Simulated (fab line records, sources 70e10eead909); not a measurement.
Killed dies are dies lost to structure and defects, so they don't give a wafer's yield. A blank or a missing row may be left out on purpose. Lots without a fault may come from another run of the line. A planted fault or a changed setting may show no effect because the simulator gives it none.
Chamber matching | flow nand_harc | NHARC_A_STAIRCASE_DEP_301 on pecvd-01: 3 sister chambers
The step deposits SiON, target thk 30 nm. 18 wafers are shown with their chamber, then 9 later ones without.

WAFERS WITH THEIR CHAMBER
wafer  | chamber | heater_power_w (W) | susceptor_temp_C (C)
L076.1 | 0       | 762                | 399.55
L076.2 | 1       | 775                | 400.12
L076.6 | 1       | 748                | 400.18
L078.1 | 2       | 688                | 400.17
L078.3 | 1       | 784                | 400.31
L078.6 | 0       | 781                | 399.91
L080.1 | 1       | 822                | 399.83
L080.4 | 1       | 790                | 399.83
L080.5 | 0       | 846                | 400.12
L082.1 | 1       | 682                | 399.88
L082.2 | 0       | 827                | 400.38
L082.4 | 0       | 796                | 400.36
L083.1 | 0       | 778                | 399.74
L083.2 | 1       | 790                | 400.14
L083.5 | 1       | 799                | 399.94
L088.2 | 0       | 724                | 400.20
L088.3 | 1       | 820                | 399.70
L088.4 | 2       | 763                | 399.75

SIGNATURES (means of the wafers above)
reading          | chamber 0 | chamber 1 | chamber 2 | scatter within a chamber
heater_power_w   | 787.71    | 778.89    | 725.50    | 42.6
susceptor_temp_C | 400.0371  | 399.9922  | 399.9600  | 0.26
Rule: a wafer's distance from a chamber is the root of the sum, over the readings, of the square of ((its reading less the chamber's mean) divided by the reading's scatter). The wafer belongs to the nearest chamber; if the next one is less than 2 further off, it can't be placed. The scatter: the root of (the sum of the squares of (reading less its chamber's mean) over the shown wafers, divided by (wafers less chambers)).

WAFERS WITHOUT THEIR CHAMBER
wafer  | heater_power_w (W) | susceptor_temp_C (C)
L085.3 | 854                | 400.42
L085.4 | 624                | 399.73
L085.5 | 738                | 400.16
L092.2 | 759                | 399.91
L092.3 | 749                | 400.27
L092.6 | 803                | 400.10
L093.1 | 763                | 399.86
L093.3 | 682                | 399.93
L093.5 | 698                | 399.90

WHICH CHAMBER EACH WENT THROUGH
wafer  | from the rows above          | in truth
L085.3 | can't be placed: 0 or 1 or 2 | 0
L085.4 | can't be placed: 2 or 1 or 0 | 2
L085.5 | can't be placed: 2 or 1 or 0 | 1
L092.2 | can't be placed: 1 or 2 or 0 | 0
L092.3 | can't be placed: 0 or 1 or 2 | 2
L092.6 | can't be placed: 0 or 1 or 2 | 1
L093.1 | can't be placed: 1 or 0 or 2 | 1
L093.3 | can't be placed: 2 or 1 or 0 | 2
L093.5 | can't be placed: 2 or 1 or 0 | 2
Placed correctly: 0 of 9. Can't be placed from these rows: 9 (the true chamber is among the candidates in 9). Placed wrongly: 0.
